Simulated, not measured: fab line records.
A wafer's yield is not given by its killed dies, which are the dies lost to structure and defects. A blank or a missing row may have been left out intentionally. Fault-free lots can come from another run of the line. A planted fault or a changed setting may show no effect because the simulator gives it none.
fab line records	flow nand-harc	part 2 of 2: steps 5 to 6 of 6
record: lots: 22	wafers: 66	last-day: 24
route steps=1159 shown A_CHANNEL_HOLE_D1@463 A_STAIRCASE@580
lots with no fault: from the same line, run without faults
start-h: hours from the record's first day to the start of the lot's first wafer shown	wait-h: hours since the lot's step before	" unchanged from the row above	L1.1+2: a single row standing in for several wafers	- either no value or no given start	* or withheld: withheld	< > ~ a bound
route shown NAME@n: a module of which the file shows steps, and the number in the route of the first	usual: mean/standard deviation of fault-free wafers	same: alike in all rows	chamber/n: place in a boat	sites: per-site readings	_std_site: their standard deviation	_edge_site: inner sites' mean taken away from outer sites' mean	radius-mm: how far each site lies from the wafer's centre	mask NAME#n: copy n	behind: the last tool/chamber to shape the wafer	hold: what put the lot on hold/how long, in hours/how the hold closed	device: transistor that didn't switch, given as n, p or np	end of line: tests of these same wafers at the route's end	a step with no rows: only its recipe	killed: at the first sort, the dies lost to defects and structure; wafer yield is something else	map: a wafer's dies, marking killed ones x, the rest . and places with no die _
set.NAME: setting as actually run; set.NAME@STEP: the setting as run at that earlier step	model.NAME: the simulator's own value behind a step, which no gauge read
a sample of lots followed through the steps of the route, with each step as a table and each wafer as a row
services: when a tool's chamber went out of use (start-h, in hours from the record's first day, below 0 if earlier), for how many hours, and the reason
== steps ==
step: NHARC_A_STAIRCASE_TRIM_196
recipe: time-s: 211.2	o2-flow-sccm: 500	ar-flow-sccm: 0	bias-w: 0	chemistry: O2
usual: drypump-motor-current-A: 5.8/0.58	mfc-ar-sccm: 0.002/0.0034	oes-product-au: 1.000/0.013	rf-vpp-V: 57.9/0.87	showerhead-plenum-p-Torr: 3.53/0.1	throttle-valve-pct: 17.039/0.0094
lot.wafer	tool	chamber	start-h	wait-h	drypump-motor-current-A	mfc-ar-sccm	oes-product-au	rf-hours-counter-h	rf-vpp-V	showerhead-plenum-p-Torr	throttle-valve-pct
L074.1	rie-diel-11	1	243.02	0.1	6.4	0	0.987	16	58.1	3.63	17.030
L074.3	"	2	"	"	5.6	0	1.003	16	57.5	3.34	17.037
L074.2	"	3	"	"	5.4	0	0.981	15	56.1	3.41	17.043
L075.3	rie-diel-07	2	248.26	0.1	6.2	0	0.986	5	56.8	3.46	17.034
L075.2	"	3	"	"	5.1	0.004	0.986	5	58.6	3.55	17.045
L075.5	"	1	"	"	6.7	0	1.001	-	58.3	3.52	17.041
L077.2	rie-diel-11	1	253.66	0.1	6.4	0	1.002	20	58.1	3.63	17.029
L077.3	"	3	"	"	5.4	0	0.987	19	57.7	3.41	17.040
L077.5	"	1	"	"	6.4	0	0.997	-	58.0	3.63	17.032
L080.1	rie-diel-11	3	268.56	0.1	5.4	0	0.991	26	57.6	3.41	17.048
L080.2	"	0	"	"	6.1	0	0.978	26	57.7	3.47	17.042
L080.4	"	1	"	"	6.4	0	1.015	26	58.4	3.62	17.048
L079.2	rie-diel-07	2	268.67	0.1	6.2	0	0.999	12	57.4	3.46	17.037
L079.5	"	0	"	"	5.3	0	1.012	-	56.5	3.62	17.026
L079.6	"	1	"	"	6.7	0	1.014	-	58.2	3.51	17.044
L078.2	rie-diel-11	2	270.63	0.1	5.6	0	1.005	27	57.1	3.34	17.053
L078.4	"	3	"	"	5.3	0	0.983	27	58.2	3.41	17.052
L078.5	"	0	"	"	6.1	0	0.976	-	58.5	3.47	17.036
L081.3	rie-diel-03	1	274.04	0.1	4.9	0	0.985	24	58.0	3.63	17.033
L081.6	"	3	"	"	6.8	0	0.997	-	58.2	3.49	17.030
L081.5	"	2	"	"	5.6	0.012	0.995	-	58.9	3.71	17.029
L082.4	rie-diel-07	3	286.70	0.1	5.1	0.004	0.995	18	57.4	3.55	17.023
L082.1	"	0	"	"	5.4	0	1.018	20	58.5	3.61	17.042
L082.5	"	0	"	"	5.4	0	1.027	-	59.7	3.61	17.030
L083.1	rie-diel-07	3	291.51	0.1	5.1	0.004	0.987	20	58.4	3.55	17.030
L083.5	"	1	"	"	6.6	0	0.996	-	58.4	3.51	17.042
L083.6	"	2	"	"	6.2	0	0.992	-	57.6	3.45	17.053
L084.4	rie-diel-07	2	308.74	0.4	6.2	0	1.008	26	57.3	3.45	17.045
L084.6	"	2	"	"	6.1	0	1.004	-	57.1	3.45	17.025
L084.5	"	3	"	"	5.1	0.004	0.986	-	58.0	3.54	17.033
L086.2	rie-diel-11	0	316.94	0.1	6.1	0	0.977	45	56.6	3.46	17.022
L086.3	"	2	"	"	5.6	0	1.015	41	57.0	3.33	17.028
L086.1	"	3	"	"	5.3	0	0.990	44	56.3	3.40	17.041
L087.3	rie-diel-07	1	317.47	0.1	6.7	0	1.012	32	57.4	3.50	17.026
L087.5	"	3	"	"	5.1	0.004	0.994	-	57.3	3.54	17.047
L087.6	"	0	"	"	5.3	0	1.017	-	57.5	3.60	17.038
L089.2	rie-diel-11	1	336.50	0.1	6.4	0	0.994	48	58.8	3.61	17.058
L089.3	"	0	"	"	6.1	0	0.991	52	58.1	3.46	17.035
L089.5	"	1	"	"	6.4	0	0.994	-	57.4	3.61	17.039
L088.3	rie-diel-03	3	336.79	0.1	6.8	0	1.027	46	58.3	3.48	17.042
L088.5	"	0	"	"	5.6	0.008	1.021	-	58.6	3.66	17.036
L088.6	"	1	"	"	4.9	0	1.000	-	58.7	3.62	17.054
L091.4	rie-diel-07	2	342.80	0.1	6.2	0	0.988	38	56.1	3.44	17.033
L091.1	"	0	"	"	5.3	0	1.015	40	58.1	3.60	17.034
L091.3	"	1	"	"	6.6	0	1.012	40	58.3	3.50	17.041
L093.1	rie-diel-03	1	343.23	0.1	4.9	0	0.984	43	56.7	3.62	17.046
L093.3	"	2	"	"	5.6	0.012	0.990	34	58.2	3.70	17.051
L093.6	"	1	"	"	4.9	0	0.991	-	57.5	3.62	17.049
L092.4	rie-diel-03	0	347.91	0.1	5.6	0.008	1.015	43	57.7	3.66	17.036
L092.2	"	1	"	"	4.9	0	0.995	45	58.3	3.62	17.031
L092.1	"	3	"	"	6.8	0	1.018	50	57.3	3.48	17.031
L090.4	rie-diel-11	1	348.14	0.1	6.4	0	0.990	52	57.8	3.61	17.036
L090.1	"	2	"	"	5.6	0	0.995	52	56.8	3.32	17.030
L090.5	"	0	"	"	6.1	0	0.980	-	56.5	3.46	17.041
L094.4	rie-diel-03	3	358.18	0.1	6.8	0	1.022	54	59.1	3.47	17.026
L094.3	"	0	"	"	5.6	0.008	1.009	47	58.9	3.66	17.068
L094.2	"	1	"	"	4.9	0	0.999	46	59.1	3.61	17.058
L095.3	rie-diel-03	2	379.51	0.1	5.6	0.012	0.999	49	58.0	3.69	17.045
L095.5	"	1	"	"	4.9	0	1.004	-	58.2	3.61	17.038
L095.6	"	2	"	"	5.7	0.012	1.000	-	58.3	3.69	17.036
L096.1	rie-diel-11	0	379.63	0.1	6.2	0	0.992	2	58.4	3.45	17.035
L096.5	"	1	"	"	6.4	0	1.002	-	57.2	3.60	17.038
L096.6	"	2	"	"	5.7	0	0.998	-	56.1	3.32	17.032
L097.2	rie-diel-07	1	382.62	0.1	6.7	0	1.017	53	57.9	3.49	17.047
L097.3	"	2	"	"	6.2	0	1.002	52	57.4	3.43	17.035
L097.1	"	3	"	"	5.1	0.004	0.990	51	57.6	3.53	17.056
step: NHARC_A_STAIRCASE_ETCH_199
recipe: target-depth-a: 1000	time-s: 40.5	ion-energy-ev: 400	c4f8-flow-sccm: 20	o2-flow-sccm: 10	ar-flow-sccm: withheld	rf-w: 600	bias-w: 1000	chemistry: C4F8/O2
usual: oes-product-au: 0.943/0.013	rf-vpp-V: 896/3.9
lot.wafer	tool	chamber	start-h	wait-h	oes-product-au	rf-hours-counter-h	rf-vpp-V
L074.1	rie-diel-11	1	-	-	0.934	16	900
L074.2	"	2	"	"	0.935	16	889
L074.3	"	3	"	"	0.935	15	891
L075.2	rie-diel-07	2	-	-	0.930	6	894
L075.3	"	0	"	"	0.940	6	900
L075.5	"	3	"	"	0.917	-	897
L077.3	rie-diel-11	3	-	-	0.961	19	892
L077.2	"	2	"	"	0.952	20	889
L077.5	"	0	"	"	0.940	-	895
L080.2	rie-diel-11	0	-	-	0.942	26	893
L080.1	"	2	"	"	0.963	26	889
L080.4	"	3	"	"	0.945	26	891
L079.2	rie-diel-07	0	-	-	0.944	13	898
L079.5	"	0	"	"	0.941	-	900
L079.6	"	1	"	"	0.960	-	895
L078.4	rie-diel-11	0	-	-	0.926	27	895
L078.2	"	1	"	"	0.940	27	900
L078.5	"	0	"	"	0.921	-	895
L081.3	rie-diel-03	2	-	-	0.936	22	902
L081.5	"	2	"	"	0.940	-	901
L081.6	"	3	"	"	0.942	-	894
L082.1	rie-diel-07	0	-	-	0.951	21	900
L082.4	"	1	"	"	0.957	21	897
L082.5	"	3	"	"	0.933	-	897
L083.1	rie-diel-07	0	-	-	0.969	22	898
L083.5	"	0	"	"	0.978	-	900
L083.6	"	1	"	"	0.960	-	894
L084.4	rie-diel-07	3	-	-	0.936	26	896
L084.5	"	1	"	"	0.959	-	895
L084.6	"	2	"	"	0.945	-	894
L086.2	rie-diel-11	2	-	-	0.954	42	886
L086.1	"	3	"	"	0.915	45	891
L086.3	"	0	"	"	0.910	46	893
L087.3	rie-diel-07	1	-	-	0.967	32	896
L087.5	"	2	"	"	0.955	-	893
L087.6	"	3	"	"	0.929	-	897
L089.2	rie-diel-11	2	-	-	0.941	48	889
L089.3	"	1	"	"	0.933	48	897
L089.5	"	2	"	"	0.941	-	890
L088.3	rie-diel-03	1	-	-	0.926	41	899
L088.5	"	2	"	"	0.927	-	903
L088.6	"	3	"	"	0.946	-	892
L091.1	rie-diel-07	0	-	-	0.948	40	898
L091.4	"	2	"	"	0.935	38	893
L091.3	"	3	"	"	0.917	38	896
L093.1	rie-diel-03	0	-	-	0.959	42	900
L093.3	"	2	"	"	0.951	34	902
L093.6	"	0	"	"	0.951	-	901
L092.2	rie-diel-03	3	-	-	0.958	50	892
L092.4	"	0	"	"	0.944	44	902
L092.1	"	1	"	"	0.935	45	898
L090.1	rie-diel-11	1	-	-	0.945	52	899
L090.4	"	2	"	"	0.944	52	888
L090.5	"	0	"	"	0.936	-	894
L094.4	rie-diel-03	0	-	-	0.960	47	900
L094.3	"	2	"	"	0.965	39	902
L094.2	"	3	"	"	0.970	54	894
L095.3	rie-diel-03	2	-	-	0.944	49	903
L095.5	"	3	"	"	0.954	-	896
L095.6	"	0	"	"	0.952	-	902
L096.1	rie-diel-11	2	-	-	0.937	1	889
L096.6	"	2	"	"	0.941	-	888
L096.5	"	3	"	"	0.952	-	890
L097.1	rie-diel-07	0	-	-	0.956	53	899
L097.2	"	1	"	"	0.963	54	895
L097.3	"	2	"	"	0.950	53	892
== services ==
tool	chamber	start-h	hours	kind
rie-diel-05	-	163.64	9.0	pm
rie-diel-03	2	175.48	10.4	repair
rie-diel-11	-	189.50	9.0	pm
rie-diel-09	2	195.21	9.0	repair
rie-diel-09	3	213.82	6.6	repair
rie-diel-03	-	215.46	9.0	pm
rie-diel-07	2	220.26	4.4	repair
rie-diel-07	-	228.35	9.0	pm
rie-diel-05	2	231.38	7.4	repair
rie-diel-09	-	254.10	9.0	pm
rie-diel-03	0	269.25	10.1	repair
rie-diel-05	2	272.31	3.2	repair
rie-diel-03	-	281.47	2.5	repair
rie-diel-03	2	288.86	36.9	repair
rie-diel-09	3	298.58	5.0	repair
rie-diel-03	1	298.74	9.8	repair
har-etch-01	-	305.00	17.0	pm
rie-diel-03	0	305.88	5.3	repair
rie-diel-05	-	340.72	9.0	pm
rie-diel-11	-	346.13	0.5	repair
rie-diel-03	1	350.16	4.0	repair
rie-diel-11	-	355.38	0.4	repair
rie-diel-11	1	361.75	2.5	repair
rie-diel-11	-	366.50	9.0	pm
